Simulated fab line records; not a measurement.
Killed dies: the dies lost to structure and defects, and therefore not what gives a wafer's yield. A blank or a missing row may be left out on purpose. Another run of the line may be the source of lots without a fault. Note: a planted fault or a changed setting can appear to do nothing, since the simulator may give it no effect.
The tool behind it: which one? || flow n5-finfet || 27 wafers from 9 lots sampled at 6 of the route's 1938 steps

## WHAT THE GAUGES SHOWED, per wafer
N5_BEOL_M3_THK_MEAS_01.
{"lot": "L830", "measured": "day 8 06:41", "on": "film-metro-01", "M3_ILD_THK (nm)": "78.6 79.3 79.1"}
{"lot": "L831", "measured": "day 8 15:10", "on": "film-metro-01", "M3_ILD_THK (nm)": "79.5 79.8 80.0"}
{"lot": "L833", "measured": "day 8 23:58", "on": "film-metro-02", "M3_ILD_THK (nm)": "79.5 79.1 80.1"}
{"lot": "L836", "measured": "day 9 19:32", "on": "film-metro-02", "M3_ILD_THK (nm)": "77.3 78.9 77.9"}
{"lot": "L842", "measured": "day 11 11:26", "on": "film-metro-02", "M3_ILD_THK (nm)": "77.0 78.8 78.1"}
{"lot": "L843", "measured": "day 11 13:14", "on": "film-metro-02", "M3_ILD_THK (nm)": "78.9 79.3 80.5"}
{"lot": "L845", "measured": "day 12 01:55", "on": "film-metro-01", "M3_ILD_THK (nm)": "78.9 80.3 79.7"}
{"lot": "L846", "measured": "day 12 13:57", "on": "film-metro-02", "M3_ILD_THK (nm)": "76.9 78.6 79.2"}
{"lot": "L847", "measured": "day 12 21:57", "on": "film-metro-02", "M3_ILD_THK (nm)": "78.0 78.1 78.0"}

N5_BEOL_M3_INSPECT_13: inspects for defects (brightfield).
{"lot": "L830", "measured": "day 8 08:40", "on": "defect-inspect-02", "raw-defect-count": "485 357 331"}
{"lot": "L831", "measured": "day 8 16:44", "on": "defect-inspect-02", "raw-defect-count": "1325 1519 1465"}
{"lot": "L833", "measured": "day 9 00:33", "on": "defect-inspect-02", "raw-defect-count": "259 365 383"}
{"lot": "L836", "measured": "day 9 21:17", "on": "defect-inspect-01", "raw-defect-count": "1327 1416 1440"}
{"lot": "L842", "measured": "day 11 13:04", "on": "defect-inspect-02", "raw-defect-count": "443 503 515"}
{"lot": "L843", "measured": "day 11 16:13", "on": "defect-inspect-01", "raw-defect-count": "303 243 354"}
{"lot": "L845", "measured": "day 12 03:59", "on": "defect-inspect-02", "raw-defect-count": "328 365 378"}
{"lot": "L846", "measured": "day 12 15:20", "on": "defect-inspect-02", "raw-defect-count": "444 346 557"}
{"lot": "L847", "measured": "day 12 22:31", "on": "defect-inspect-01", "raw-defect-count": "395 458 384"}

N5_BEOL_M4_RC_MEAS_101.
{"lot": "L830", "measured": "day 9 09:45", "on": "prober-02", "DIBL_N (mV/V)": "35.2 37.9 36.1", "DIBL_P (mV/V)": "34.1 36.5 35.4", "IOFF_N (nA/um)": "0.142 0.191 0.153", "IOFF_P (nA/um)": "0.178 0.215 0.193", "ION_N (uA/um)": "667 691 671", "ION_P (uA/um)": "462 463 459", "SS_N (mV/dec)": "71.2 72.1 71.2", "SS_P (mV/dec)": "73.3 73.6 73.2", "VT_N (mV)": "253.4 248.8 251.1", "VT_P (mV)": "-255 -253 -253"}
{"lot": "L831", "measured": "day 9 16:14", "on": "prober-02", "DIBL_N (mV/V)": "33.4 35.9 33.5", "DIBL_P (mV/V)": "33.0 36.4 33.4", "IOFF_N (nA/um)": "0.120 0.169 0.123", "IOFF_P (nA/um)": "0.162 0.212 0.164", "ION_N (uA/um)": "675 688 666", "ION_P (uA/um)": "459 473 457", "SS_N (mV/dec)": "71.2 72.3 71.3", "SS_P (mV/dec)": "72.3 73.6 72.5", "VT_N (mV)": "252.0 247.8 251.7", "VT_P (mV)": "-251 -249 -254"}
{"lot": "L833", "measured": "day 9 22:42", "on": "prober-01", "DIBL_N (mV/V)": "33.8 36.2 35.3", "DIBL_P (mV/V)": "32.7 35.5 34.8", "IOFF_N (nA/um)": "0.120 0.155 0.140", "IOFF_P (nA/um)": "0.196 0.244 0.230", "ION_N (uA/um)": "666 671 676", "ION_P (uA/um)": "468 464 472", "SS_N (mV/dec)": "71.6 71.3 71.5", "SS_P (mV/dec)": "72.4 73.1 72.8", "VT_N (mV)": "251.9 249.2 250.8", "VT_P (mV)": "-247 -247 -248"}
{"lot": "L836", "measured": "day 10 15:59", "on": "prober-02", "DIBL_N (mV/V)": "35.2 36.1 38.4", "DIBL_P (mV/V)": "36.0 36.6 39.9", "IOFF_N (nA/um)": "0.148 0.172 0.212", "IOFF_P (nA/um)": "0.232 0.246 0.302", "ION_N (uA/um)": "675 668 682", "ION_P (uA/um)": "468 468 472", "SS_N (mV/dec)": "70.5 71.4 71.5", "SS_P (mV/dec)": "72.0 72.3 73.9", "VT_N (mV)": "250.1 247.9 244.5", "VT_P (mV)": "-248 -247 -244"}
{"lot": "L842", "measured": "day 12 07:55", "on": "prober-02", "DIBL_N (mV/V)": "37.0 37.5 37.3", "DIBL_P (mV/V)": "38.0 37.7 37.9", "IOFF_N (nA/um)": "0.185 0.187 0.180", "IOFF_P (nA/um)": "0.256 0.247 0.249", "ION_N (uA/um)": "686 677 680", "ION_P (uA/um)": "470 460 467", "SS_N (mV/dec)": "71.1 72.3 71.8", "SS_P (mV/dec)": "73.8 73.7 73.4", "VT_N (mV)": "248.4 250.2 248.8", "VT_P (mV)": "-249 -247 -246"}
{"lot": "L843", "measured": "day 12 19:00", "on": "prober-01", "DIBL_N (mV/V)": "37.9 38.4 39.1", "DIBL_P (mV/V)": "38.8 39.5 39.8", "IOFF_N (nA/um)": "0.177 0.187 0.197", "IOFF_P (nA/um)": "0.227 0.243 0.247", "ION_N (uA/um)": "684 682 685", "ION_P (uA/um)": "464 465 468", "SS_N (mV/dec)": "71.6 71.8 71.8", "SS_P (mV/dec)": "73.8 74.3 74.1", "VT_N (mV)": "247.7 247.3 247.4", "VT_P (mV)": "-250 -249 -246"}
{"lot": "L845", "measured": "day 13 02:41", "on": "prober-02", "DIBL_N (mV/V)": "38.5 38.7 38.1", "DIBL_P (mV/V)": "38.0 37.9 37.6", "IOFF_N (nA/um)": "0.175 0.184 0.174", "IOFF_P (nA/um)": "0.240 0.244 0.248", "ION_N (uA/um)": "681 666 685", "ION_P (uA/um)": "464 460 471", "SS_N (mV/dec)": "71.3 71.4 71.4", "SS_P (mV/dec)": "74.3 74.3 74.0", "VT_N (mV)": "250.5 248.6 247.6", "VT_P (mV)": "-247 -248 -247"}
{"lot": "L846", "measured": "day 13 10:22", "on": "prober-01", "DIBL_N (mV/V)": "35.9 34.6 36.0", "DIBL_P (mV/V)": "37.2 35.2 37.6", "IOFF_N (nA/um)": "0.158 0.136 0.166", "IOFF_P (nA/um)": "0.203 0.166 0.203", "ION_N (uA/um)": "675 668 682", "ION_P (uA/um)": "467 458 463", "SS_N (mV/dec)": "71.4 70.9 71.8", "SS_P (mV/dec)": "73.2 73.3 73.5", "VT_N (mV)": "251.6 251.9 249.8", "VT_P (mV)": "-253 -258 -252"}
{"lot": "L847", "measured": "day 13 22:22", "on": "prober-02", "DIBL_N (mV/V)": "35.7 33.3 35.0", "DIBL_P (mV/V)": "37.9 34.6 36.6", "IOFF_N (nA/um)": "0.170 0.127 0.151", "IOFF_P (nA/um)": "0.230 0.184 0.217", "ION_N (uA/um)": "681 675 675", "ION_P (uA/um)": "472 467 465", "SS_N (mV/dec)": "72.5 71.0 71.1", "SS_P (mV/dec)": "73.4 72.6 73.3", "VT_N (mV)": "250.1 252.1 250.0", "VT_P (mV)": "-248 -251 -249"}

## TOOL THAT RAN EACH LOT (tool first, then ch and the chambers of the sampled wafers, then the start)
{"lot": "L830", "N5_BEOL_M3_HM_DEP_02": "pvd-sputter-01, day 8 08:04", "N5_BEOL_M3_DESCUM_16": "rie-diel-04 ch 1,2, day 8 08:42", "N5_BEOL_M3_ETCH_74": "rie-diel-04 ch 1,2, day 8 08:44"}
{"lot": "L831", "N5_BEOL_M3_HM_DEP_02": "pvd-sputter-01, day 8 16:07", "N5_BEOL_M3_DESCUM_16": "rie-diel-04 ch 1,3, day 8 16:46", "N5_BEOL_M3_ETCH_74": "rie-diel-04 ch 1,3, day 8 16:48"}
{"lot": "L833", "N5_BEOL_M3_HM_DEP_02": "pvd-sputter-02, day 9 00:04", "N5_BEOL_M3_DESCUM_16": "rie-diel-03 ch 0,2,3, day 9 00:35", "N5_BEOL_M3_ETCH_74": "rie-diel-03 ch 0,2,3, day 9 00:37"}
{"lot": "L836", "N5_BEOL_M3_HM_DEP_02": "pvd-sputter-01, day 9 20:41", "N5_BEOL_M3_DESCUM_16": "rie-diel-04 ch 0,1,2, day 9 21:20", "N5_BEOL_M3_ETCH_74": "rie-diel-04 ch 0,1,2, day 9 21:22"}
{"lot": "L842", "N5_BEOL_M3_HM_DEP_02": "pvd-sputter-02, day 11 12:35", "N5_BEOL_M3_DESCUM_16": "rie-diel-04 ch 1,3, day 11 13:08", "N5_BEOL_M3_ETCH_74": "rie-diel-04 ch 1,3, day 11 13:10"}
{"lot": "L843", "N5_BEOL_M3_HM_DEP_02": "pvd-sputter-03, day 11 15:43", "N5_BEOL_M3_DESCUM_16": "rie-diel-06 ch 1,2, day 11 16:16", "N5_BEOL_M3_ETCH_74": "rie-diel-06 ch 1,2, day 11 16:17"}
{"lot": "L845", "N5_BEOL_M3_HM_DEP_02": "pvd-sputter-03, day 12 03:30", "N5_BEOL_M3_DESCUM_16": "rie-diel-04 ch 0,1, day 12 04:01", "N5_BEOL_M3_ETCH_74": "rie-diel-04 ch 0,1, day 12 04:03"}
{"lot": "L846", "N5_BEOL_M3_HM_DEP_02": "pvd-sputter-01, day 12 14:44", "N5_BEOL_M3_DESCUM_16": "rie-diel-06 ch 2,3, day 12 15:22", "N5_BEOL_M3_ETCH_74": "rie-diel-06 ch 2,3, day 12 15:25"}
{"lot": "L847", "N5_BEOL_M3_HM_DEP_02": "pvd-sputter-03, day 12 22:02", "N5_BEOL_M3_DESCUM_16": "rie-diel-04 ch 1,2,3, day 12 22:33", "N5_BEOL_M3_ETCH_74": "rie-diel-04 ch 1,2,3, day 12 22:35"}
- N5_BEOL_M3_HM_DEP_02: deposits TiN, target thk 20 nm.
- N5_BEOL_M3_DESCUM_16: chemistry O2, time 7 s.
- N5_BEOL_M3_ETCH_74: etches underlayer in N2/H2, target depth 6.5 nm, time 5.2 s.

## AS READ BY THE TOOLS THEMSELVES (means over the sampled wafers that have a number; for cases with no such wafer, the mark the record gives instead)
N5_BEOL_M3_HM_DEP_02.
{"lot": "L830", "tool": "pvd-sputter-01", "throttle-valve-pct (%)": 30.2}
{"lot": "L831", "tool": "pvd-sputter-01", "throttle-valve-pct (%)": 29.7}
{"lot": "L833", "tool": "pvd-sputter-02", "throttle-valve-pct (%)": 30.6}
{"lot": "L836", "tool": "pvd-sputter-01", "throttle-valve-pct (%)": 30.2}
{"lot": "L842", "tool": "pvd-sputter-02", "throttle-valve-pct (%)": 30.7}
{"lot": "L843", "tool": "pvd-sputter-03", "throttle-valve-pct (%)": 30.1}
{"lot": "L845", "tool": "pvd-sputter-03", "throttle-valve-pct (%)": 30.2}
{"lot": "L846", "tool": "pvd-sputter-01", "throttle-valve-pct (%)": 30.7}
{"lot": "L847", "tool": "pvd-sputter-03", "throttle-valve-pct (%)": 30.2}

N5_BEOL_M3_DESCUM_16.
{"lot": "L830", "tool": "rie-diel-04", "drypump-motor-current-A (A)": 5.6, "oes-product-au (a.u.)": 0.73, "rf-vpp-V (V)": 243.1, "showerhead-plenum-p-Torr (Torr)": 2.11, "throttle-valve-pct (%)": 20.45}
{"lot": "L831", "tool": "rie-diel-04", "drypump-motor-current-A (A)": 5.5, "oes-product-au (a.u.)": 0.76, "rf-vpp-V (V)": 243.3, "showerhead-plenum-p-Torr (Torr)": 2.12, "throttle-valve-pct (%)": 20.41}
{"lot": "L833", "tool": "rie-diel-03", "drypump-motor-current-A (A)": 6.1, "oes-product-au (a.u.)": 0.86, "rf-vpp-V (V)": 244.1, "showerhead-plenum-p-Torr (Torr)": 2.09, "throttle-valve-pct (%)": 20.14}
{"lot": "L836", "tool": "rie-diel-04", "drypump-motor-current-A (A)": 5.8, "oes-product-au (a.u.)": 0.81, "rf-vpp-V (V)": 242.8, "showerhead-plenum-p-Torr (Torr)": 2.08, "throttle-valve-pct (%)": 20.48}
{"lot": "L842", "tool": "rie-diel-04", "drypump-motor-current-A (A)": 5.5, "oes-product-au (a.u.)": 0.70, "rf-vpp-V (V)": 243.5, "showerhead-plenum-p-Torr (Torr)": 2.13, "throttle-valve-pct (%)": 20.50}
{"lot": "L843", "tool": "rie-diel-06", "drypump-motor-current-A (A)": 5.7, "oes-product-au (a.u.)": 0.72, "rf-vpp-V (V)": 243.4, "showerhead-plenum-p-Torr (Torr)": 2.08, "throttle-valve-pct (%)": 20.88}
{"lot": "L845", "tool": "rie-diel-04", "drypump-motor-current-A (A)": 5.8, "oes-product-au (a.u.)": 0.73, "rf-vpp-V (V)": 243.7, "showerhead-plenum-p-Torr (Torr)": 2.12, "throttle-valve-pct (%)": 20.54}
{"lot": "L846", "tool": "rie-diel-06", "drypump-motor-current-A (A)": 5.4, "oes-product-au (a.u.)": 0.81, "rf-vpp-V (V)": 243.1, "showerhead-plenum-p-Torr (Torr)": 2.11, "throttle-valve-pct (%)": 20.45}
{"lot": "L847", "tool": "rie-diel-04", "drypump-motor-current-A (A)": 5.5, "oes-product-au (a.u.)": 0.73, "rf-vpp-V (V)": 242.7, "showerhead-plenum-p-Torr (Torr)": 2.08, "throttle-valve-pct (%)": 20.46}

N5_BEOL_M3_ETCH_74.
{"lot": "L830", "tool": "rie-diel-04", "drypump-motor-current-A (A)": 5.6, "etch-rf-on-time-s (s)": 5.24, "oes-product-au (a.u.)": 0.63, "rf-vpp-V (V)": 524.9, "showerhead-plenum-p-Torr (Torr)": 2.57, "throttle-valve-pct (%)": 17.99}
{"lot": "L831", "tool": "rie-diel-04", "drypump-motor-current-A (A)": 5.4, "etch-rf-on-time-s (s)": 5.18, "oes-product-au (a.u.)": 0.65, "rf-vpp-V (V)": 524.8, "showerhead-plenum-p-Torr (Torr)": 2.57, "throttle-valve-pct (%)": 17.86}
{"lot": "L833", "tool": "rie-diel-03", "drypump-motor-current-A (A)": 6.1, "etch-rf-on-time-s (s)": 5.19, "oes-product-au (a.u.)": 0.73, "rf-vpp-V (V)": 524.3, "showerhead-plenum-p-Torr (Torr)": 2.53, "throttle-valve-pct (%)": 17.55}
{"lot": "L836", "tool": "rie-diel-04", "drypump-motor-current-A (A)": 5.8, "etch-rf-on-time-s (s)": 5.21, "oes-product-au (a.u.)": 0.68, "rf-vpp-V (V)": 523.4, "showerhead-plenum-p-Torr (Torr)": 2.53, "throttle-valve-pct (%)": 18.00}
{"lot": "L842", "tool": "rie-diel-04", "drypump-motor-current-A (A)": 5.6, "etch-rf-on-time-s (s)": 5.25, "oes-product-au (a.u.)": 0.60, "rf-vpp-V (V)": 525.1, "showerhead-plenum-p-Torr (Torr)": 2.59, "throttle-valve-pct (%)": 17.99}
{"lot": "L843", "tool": "rie-diel-06", "drypump-motor-current-A (A)": 5.7, "etch-rf-on-time-s (s)": 5.24, "oes-product-au (a.u.)": 0.62, "rf-vpp-V (V)": 524.3, "showerhead-plenum-p-Torr (Torr)": 2.52, "throttle-valve-pct (%)": 18.31}
{"lot": "L845", "tool": "rie-diel-04", "drypump-motor-current-A (A)": 5.8, "etch-rf-on-time-s (s)": 5.25, "oes-product-au (a.u.)": 0.63, "rf-vpp-V (V)": 525.0, "showerhead-plenum-p-Torr (Torr)": 2.57, "throttle-valve-pct (%)": 18.04}
{"lot": "L846", "tool": "rie-diel-06", "drypump-motor-current-A (A)": 5.4, "etch-rf-on-time-s (s)": 5.18, "oes-product-au (a.u.)": 0.70, "rf-vpp-V (V)": 526.1, "showerhead-plenum-p-Torr (Torr)": 2.57, "throttle-valve-pct (%)": 17.90}
{"lot": "L847", "tool": "rie-diel-04", "drypump-motor-current-A (A)": 5.5, "etch-rf-on-time-s (s)": 5.24, "oes-product-au (a.u.)": 0.63, "rf-vpp-V (V)": 522.5, "showerhead-plenum-p-Torr (Torr)": 2.53, "throttle-valve-pct (%)": 17.97}

## THE ANSWER, worked out from the rows above alone
Rule: the usual values come from the lots themselves. Put in order of their means at a reading, lots are off if they are a third of the lots or fewer, leave a main group of 4 or more, and stand apart from it by a gap of 3 or more times the standard deviation of the main group's means; of several such gaps the widest counts. The tables above print the reading to a certain number of digits; a main group whose means all agree to those digits is not used. Also off: a lot with no number at a reading for which 4 or more lots have one. Any other lot the step has rows for is counted as sound. Order of review: gauges by route order, followed by the tools' own readings, for which a lot's mean as printed above is used. The first step at which some lot is off is used, and at that step the reading that is off furthest; a lot without a number counts as furthest.
Off at N5_BEOL_M3_INSPECT_13 (raw-defect-count): L831, L836. The main group: mean 390, standard deviation 60.
A tool fits if, at a process step before that reading, it ran every lot that is off, and no sound lot after the first of them. Those tools and the gauges at N5_BEOL_M3_INSPECT_13 are tried in the same way. None of those tried fits.

## WHAT THE SIMULATOR HAD INSERTED
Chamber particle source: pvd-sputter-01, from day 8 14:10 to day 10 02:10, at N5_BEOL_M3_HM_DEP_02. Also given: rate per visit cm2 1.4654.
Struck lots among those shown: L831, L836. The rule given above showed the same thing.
